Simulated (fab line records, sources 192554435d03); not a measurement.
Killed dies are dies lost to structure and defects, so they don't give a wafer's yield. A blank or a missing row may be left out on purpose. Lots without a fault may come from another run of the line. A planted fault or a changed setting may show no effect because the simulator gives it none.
Which tool did it? | flow n5_finfet | 13 lots, 37 wafers sampled, at 4 steps of a route of 1938

WHAT THE GAUGES READ, wafer by wafer
The record holds no reading of a measuring or inspecting step that can be judged against a usual standard deviation.

WHICH TOOL RAN EACH LOT (tool, then ch and the chambers of the sampled wafers, then the start)
lot  | N5_BEOL_M5_SPUTTER_81        | N5_BEOL_M5_SPUTTER_88        | N5_BEOL_M5_ANNEAL_89         | N5_BEOL_M5_ANNEAL_51
L719 | pvd_sputter-01, day 8 03:09  | pvd_sputter-01, day 8 05:19  | pvd_sputter-01, day 8 05:24  | rtp_anneal-02 ch 0, day 8 06:40
L720 | pvd_sputter-02, day 8 10:35  | pvd_sputter-02, day 8 14:56  | pvd_sputter-02, day 8 15:05  | rtp_anneal-01 ch 0, day 8 17:28
L721 | pvd_sputter-03, day 8 16:34  | pvd_sputter-03, day 8 18:44  | pvd_sputter-03, day 8 18:49  | rtp_anneal-01 ch 0, day 8 20:01
L724 | pvd_sputter-03, day 9 19:55  | pvd_sputter-03, day 9 22:16  | pvd_sputter-03, day 9 22:21  | rtp_anneal-01 ch 0, day 9 23:39
L726 | pvd_sputter-03, day 10 02:49 | pvd_sputter-03, day 10 04:59 | pvd_sputter-03, day 10 05:04 | rtp_anneal-01 ch 0, day 10 06:31
L727 | pvd_sputter-03, day 10 10:43 | pvd_sputter-03, day 10 12:53 | pvd_sputter-03, day 10 12:58 | rtp_anneal-01 ch 0, day 10 14:58
L728 | pvd_sputter-02, day 10 12:07 | pvd_sputter-02, day 10 14:17 | pvd_sputter-02, day 10 14:22 | rtp_anneal-01 ch 0, day 10 15:43
L732 | pvd_sputter-01, day 11 08:39 | pvd_sputter-01, day 11 10:50 | pvd_sputter-01, day 11 10:55 | rtp_anneal-01 ch 0, day 11 12:10
L736 | pvd_sputter-01, day 12 13:44 | pvd_sputter-01, day 12 15:55 | pvd_sputter-01, day 12 15:59 | rtp_anneal-02 ch 0, day 12 17:14
L737 | pvd_sputter-03, day 13 06:07 | pvd_sputter-03, day 13 08:18 | pvd_sputter-03, day 13 08:23 | rtp_anneal-02 ch 0, day 13 09:40
L740 | pvd_sputter-03, day 13 16:10 | pvd_sputter-03, day 13 18:20 | pvd_sputter-03, day 13 18:25 | rtp_anneal-02 ch 0, day 13 19:40
L739 | pvd_sputter-01, day 13 21:51 | pvd_sputter-01, day 14 00:01 | pvd_sputter-01, day 14 00:06 | rtp_anneal-01 ch 0, day 14 01:19
L741 | pvd_sputter-03, day 14 00:01 | pvd_sputter-03, day 14 02:11 | pvd_sputter-03, day 14 02:16 | rtp_anneal-02 ch 0, day 14 03:33
- N5_BEOL_M5_SPUTTER_81: material Cu, target thk 15 nm, time 27.62 s.
- N5_BEOL_M5_SPUTTER_88: material Cu, target thk 15 nm, time 27.62 s.
- N5_BEOL_M5_ANNEAL_89: time 1800 s.
- N5_BEOL_M5_ANNEAL_51: time 90 s.

WHAT THE TOOLS THEMSELVES READ (means of the sampled wafers that have a number; where no wafer has one, the mark that the record gives instead)
N5_BEOL_M5_SPUTTER_81.
lot  | tool           | chamber_pressure_pa (Pa) | throttle_valve_pct (%)
L719 | pvd_sputter-01 | 0.06993                  | 29.9
L720 | pvd_sputter-02 | 0.07000                  | 30.3
L721 | pvd_sputter-03 | 0.06991                  | 30.5
L724 | pvd_sputter-03 | 0.06767                  | 30.4
L726 | pvd_sputter-03 | 0.06757                  | 30.9
L727 | pvd_sputter-03 | 0.06764                  | 30.2
L728 | pvd_sputter-02 | 0.06993                  | 30.5
L732 | pvd_sputter-01 | 0.07006                  | 30.5
L736 | pvd_sputter-01 | 0.06996                  | 29.7
L737 | pvd_sputter-03 | 0.07001                  | 30.2
L740 | pvd_sputter-03 | 0.06999                  | 29.9
L739 | pvd_sputter-01 | 0.07000                  | 30.1
L741 | pvd_sputter-03 | 0.07007                  | 30.2

N5_BEOL_M5_SPUTTER_88.
lot  | tool           | chamber_pressure_pa (Pa) | throttle_valve_pct (%)
L719 | pvd_sputter-01 | 0.06989                  | 29.7
L720 | pvd_sputter-02 | 0.06982                  | 30.4
L721 | pvd_sputter-03 | 0.07010                  | 30.3
L724 | pvd_sputter-03 | 0.07004                  | 29.6
L726 | pvd_sputter-03 | 0.06995                  | 30.5
L727 | pvd_sputter-03 | 0.07018                  | 29.6
L728 | pvd_sputter-02 | 0.07006                  | 30.5
L732 | pvd_sputter-01 | 0.07007                  | 30.3
L736 | pvd_sputter-01 | 0.07008                  | 29.7
L737 | pvd_sputter-03 | 0.07003                  | 30.3
L740 | pvd_sputter-03 | 0.07010                  | 29.9
L739 | pvd_sputter-01 | 0.06993                  | 29.8
L741 | pvd_sputter-03 | 0.07000                  | 30.2

N5_BEOL_M5_ANNEAL_89.
lot  | tool           | heater_power_w (W)
L719 | pvd_sputter-01 | 754
L720 | pvd_sputter-02 | 840
L721 | pvd_sputter-03 | 809
L724 | pvd_sputter-03 | 878
L726 | pvd_sputter-03 | 795
L727 | pvd_sputter-03 | 960
L728 | pvd_sputter-02 | 847
L732 | pvd_sputter-01 | 897
L736 | pvd_sputter-01 | 750
L737 | pvd_sputter-03 | 858
L740 | pvd_sputter-03 | 876
L739 | pvd_sputter-01 | 805
L741 | pvd_sputter-03 | 865

N5_BEOL_M5_ANNEAL_51.
lot  | tool          | anneal_temp_c_max | wafer_temp_C_max
L719 | rtp_anneal-02 | 226.1             | 225.73
L720 | rtp_anneal-01 | 226.8             | 225.88
L721 | rtp_anneal-01 | 226.4             | 225.65
L724 | rtp_anneal-01 | 226.7             | 225.70
L726 | rtp_anneal-01 | 226.3             | 225.79
L727 | rtp_anneal-01 | 226.3             | 225.74
L728 | rtp_anneal-01 | 226.4             | 225.66
L732 | rtp_anneal-01 | 226.8             | 225.30
L736 | rtp_anneal-02 | 226.3             | 225.68
L737 | rtp_anneal-02 | 226.1             | 225.64
L740 | rtp_anneal-02 | 226.4             | 225.54
L739 | rtp_anneal-01 | 226.3             | 225.81
L741 | rtp_anneal-02 | 226.5             | 225.94

THE ANSWER, worked out from the rows above alone
Rule: what is usual is taken from the lots themselves. Put in order of their means at a reading, lots are off if they are a third of the lots or fewer, leave a main group of 4 or more, and stand apart from it by a gap of 3 or more times the standard deviation of the main group's means; of several such gaps the widest counts. A main group whose means are all the same, to the digits that the tables above print for the reading, isn't used. A lot without any number at a reading at which 4 lots or more have one is off too. The other lots that the step has rows for count as sound. The gauges are gone through in route order, then the tools' own readings, and for those a lot's mean is taken as printed above. The first step at which some lot is off is used, and at that step the reading that is off furthest; a lot without a number counts as furthest.
Off: L724, L726, L727, at N5_BEOL_M5_SPUTTER_81 (chamber_pressure_pa). The main group: mean 0.06999 Pa, standard deviation 5.1e-05.
A tool fits if, at that step or a process step before it, it ran every lot that is off, and no sound lot after the first of them. None of those tried fits.

WHAT THE SIMULATOR HAD PUT IN
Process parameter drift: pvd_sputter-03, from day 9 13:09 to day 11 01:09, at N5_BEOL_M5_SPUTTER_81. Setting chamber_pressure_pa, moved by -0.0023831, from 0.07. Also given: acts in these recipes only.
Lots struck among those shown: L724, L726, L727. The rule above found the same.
